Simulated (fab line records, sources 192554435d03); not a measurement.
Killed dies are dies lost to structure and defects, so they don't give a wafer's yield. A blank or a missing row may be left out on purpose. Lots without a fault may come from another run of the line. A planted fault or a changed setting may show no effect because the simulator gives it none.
Chamber matching | flow n5_finfet | N5_GATE_CUT_STRIP_59 on rie_diel-02: 4 sister chambers
The step strips in N2/H2, time 20 s. 18 wafers are shown with their chamber, then 9 later ones without.

WAFERS WITH THEIR CHAMBER
wafer  | chamber | drypump_motor_current_A (A) | showerhead_plenum_p_Torr (Torr) | throttle_valve_pct (%)
L075.1 | 3       | 5.9                         | 3.56                            | 11.59
L075.3 | 1       | 5.7                         | 3.61                            | 11.90
L075.6 | 3       | 5.9                         | 3.56                            | 11.62
L076.1 | 3       | 5.9                         | 3.56                            | 11.60
L076.2 | 2       | 6.5                         | 3.30                            | 12.36
L076.3 | 1       | 5.6                         | 3.61                            | 11.91
L077.2 | 2       | 6.5                         | 3.29                            | 12.34
L077.3 | 1       | 5.6                         | 3.60                            | 11.93
L077.6 | 1       | 5.6                         | 3.61                            | 11.91
L086.1 | 3       | 5.9                         | 3.55                            | 11.65
L086.3 | 1       | 5.6                         | 3.60                            | 11.96
L086.4 | 0       | 5.1                         | 3.52                            | 12.34
L087.2 | 3       | 5.8                         | 3.55                            | 11.66
L087.5 | 2       | 6.5                         | 3.28                            | 12.40
L087.6 | 3       | 5.9                         | 3.55                            | 11.65
L091.1 | 0       | 5.1                         | 3.51                            | 12.37
L091.3 | 1       | 5.6                         | 3.59                            | 11.98
L091.5 | 0       | 5.1                         | 3.51                            | 12.35

SIGNATURES (means of the wafers above)
reading                  | chamber 0 | chamber 1 | chamber 2 | chamber 3 | scatter within a chamber
drypump_motor_current_A  | 5.100     | 5.617     | 6.500     | 5.883     | 0.0345
showerhead_plenum_p_Torr | 3.5133    | 3.6033    | 3.2900    | 3.5550    | 0.00732
throttle_valve_pct       | 12.3533   | 11.9317   | 12.3667   | 11.6283   | 0.0289
Rule: a wafer's distance from a chamber is the root of the sum, over the readings, of the square of ((its reading less the chamber's mean) divided by the reading's scatter). The wafer belongs to the nearest chamber; if the next one is less than 2 further off, it can't be placed. The scatter: the root of (the sum of the squares of (reading less its chamber's mean) over the shown wafers, divided by (wafers less chambers)).

WAFERS WITHOUT THEIR CHAMBER
wafer  | drypump_motor_current_A (A) | showerhead_plenum_p_Torr (Torr) | throttle_valve_pct (%)
L092.1 | 5.6                         | 3.59                            | 11.99
L092.2 | 5.9                         | 3.55                            | 11.68
L092.6 | 5.1                         | 3.51                            | 12.37
L093.1 | 5.1                         | 3.51                            | 12.37
L093.3 | 5.7                         | 3.59                            | 12.00
L093.4 | 6.5                         | 3.28                            | 12.42
L094.1 | 5.1                         | 3.51                            | 12.38
L094.5 | 6.5                         | 3.28                            | 12.42
L094.6 | 5.9                         | 3.54                            | 11.69

WHICH CHAMBER EACH WENT THROUGH
wafer  | from the rows above | in truth
L092.1 | 1                   | 1
L092.2 | 3                   | 3
L092.6 | 0                   | 0
L093.1 | 0                   | 0
L093.3 | 1                   | 1
L093.4 | 2                   | 2
L094.1 | 0                   | 0
L094.5 | 2                   | 2
L094.6 | 3                   | 3
Placed correctly: 9 of 9. Can't be placed from these rows: 0. Placed wrongly: 0.
